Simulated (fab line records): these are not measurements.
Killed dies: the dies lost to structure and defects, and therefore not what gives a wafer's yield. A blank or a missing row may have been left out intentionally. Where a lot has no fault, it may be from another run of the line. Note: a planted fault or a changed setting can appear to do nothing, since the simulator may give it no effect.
Struck lot and sound lot, side by side :: flow nand harc :: 15 steps out of a route of 1302
Sound: wafers L912.1, L912.3, L912.6. Struck: wafers L928.1, L928.3, L928.4. Last of all comes the cause.
Order at every step that has rows: each side's tool, ch and its chambers, its first start. Under that, the readings that differ: sound wafers :: struck wafers :: difference of the means :: sigmas: that difference in standard deviations of wafers without a fault.
alike: words and numbers the same on both sides, and readings whose means are apart by under 2 such deviations; not compared: readings that were withheld, readings missing a value for some wafer, numbers with overlapping values and no deviation given by the record, and bounds like >300 which may hide the same value.
The two part at a step that has a row with sigmas, a row that says differs or no value, or rows on one side only. Numbers that have no deviation but don't overlap get no sigmas and don't part them. A reading missing from all wafers of one side parts the sides only when that side holds two or more wafers.

first, 4 steps without rows for these wafers: NHARC_P_GATE_EBR_07; NHARC_P_GATE_EXPOSE_08 (exposes mask P HV); NHARC_P_GATE_PEB_09 (peb time 85 s); NHARC_P_GATE_DEVELOP_10 (time 70 s).
NHARC_P_GATE_CD_MEAS_11: the cd target is 1640 nm.
  sound on cd sem-01 ch 0, day 4 14:06; struck on cd sem-01 ch 0, day 11 03:40
  alike: cd nm
then, 1 step without rows for these wafers: NHARC_P_GATE_HARDBAKE_12 (time 80 s).
NHARC_P_GATE_DESCUM_13: chemistry O2, time 3 s.
  sound on rie diel-09 ch 1,2,3, day 4 14:16; struck on rie diel-09 ch 1,2,3, day 11 03:51
  alike: drypump motor current A, oes product au, rf vpp V, showerhead plenum p Torr, throttle valve pct
  not compared: rf hours counter h
then, 5 steps without rows for these wafers: NHARC_P_GATE_ETCH_14 (etches SiO2 in dHF, target depth 48.8 nm); NHARC_P_GATE_STRIP_15 (strips in SPM, time 780 s); NHARC_P_GATE_PRECLEAN_71 (cleans in SC1); NHARC_P_GATE_SRD_72; NHARC_P_GATE_OXIDE_16 (material SiO2, target thk 3 nm, ox time 392 s).
NHARC_P_GATE_CVD_17: deposits poly-Si, target thk 150 nm, time 900 s.
  sound on lpcvd poly-04 ch 0, day 5 01:32; struck on lpcvd poly-04, day 11 14:44
  no value came back on the struck wafers for run length s (s), spike tc bottom C (C); on the sound wafers run length s (s) reads 901.3 901.3 901.3
NHARC_P_GATE_HM_DEP_102: deposits aC, target thk 120 nm.
  sound on acl dep-01 ch 0, day 5 04:16; struck on acl dep-01 ch 0, day 11 21:21
  alike: susceptor temp C, throttle valve pct
-- the record jumps here: 20 days lie between the struck wafers' starts before and after (it left off in module P_GATE and takes up again in module END, whose first step shown is number 1302 of the route) --
NHARC_END_SORT_01:
  only the struck wafers appear in the record here, on prober-02 ch 0 at day 31 16:10; the sound ones have no rows

== WHERE THEY PART ==
First at NHARC_P_GATE_CVD_17; last, within this record, at NHARC_END_SORT_01.

WHY: the cause the simulator had injected
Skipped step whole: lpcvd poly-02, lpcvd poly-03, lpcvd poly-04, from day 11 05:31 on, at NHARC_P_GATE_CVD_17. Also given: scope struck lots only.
